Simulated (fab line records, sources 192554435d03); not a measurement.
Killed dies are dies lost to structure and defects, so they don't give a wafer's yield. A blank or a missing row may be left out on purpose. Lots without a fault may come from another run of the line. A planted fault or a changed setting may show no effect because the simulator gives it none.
Chamber matching | flow n5_finfet | N5_BEOL_M2_CO_CAP_55 on cvd_co-02: 3 sister chambers
The step material Co, precursor CCTBA/H2, target thk 2 nm, time 102.1 s. 3 wafers are shown with their chamber, then 12 later ones without.

WAFERS WITH THEIR CHAMBER
wafer  | chamber | heater_power_w (W)
L087.1 | 2       | 232
L087.3 | 0       | 261
L087.4 | 1       | 214

WAFERS WITHOUT THEIR CHAMBER
wafer  | heater_power_w (W)
L091.2 | 224
L091.4 | 272
L091.6 | 236
L093.1 | 240
L093.3 | 214
L093.5 | 272
L097.1 | 238
L097.2 | 279
L097.4 | 212
L096.2 | 270
L096.4 | 270
L096.6 | 237

WHICH CHAMBER EACH WENT THROUGH
wafer  | from the rows above     | in truth
L091.2 | can't be placed: 2 or 1 | 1
L091.4 | 0                       | 0
L091.6 | 2                       | 2
L093.1 | can't be placed: 2 or 0 | 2
L093.3 | 1                       | 1
L093.5 | 0                       | 0
L097.1 | can't be placed: 2 or 0 | 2
L097.2 | 0                       | 0
L097.4 | 1                       | 1
L096.2 | 0                       | 0
L096.4 | 0                       | 0
L096.6 | 2                       | 2
Placed correctly: 9 of 12. Can't be placed from these rows: 3 (the true chamber is among the candidates in 3). Placed wrongly: 0.
How it was worked out, from the rows above alone: a wafer's distance from a chamber is the root of the sum, over the readings, of the square of ((its reading less the chamber's mean) divided by the reading's scatter). The wafer belongs to the nearest chamber; if the next one is less than 2 further off, it can't be placed. A chamber's mean is the mean of its shown wafers. The scatter: with one shown wafer a chamber, the root of the mean of the squares of how far each hidden wafer lies from its nearest shown one.
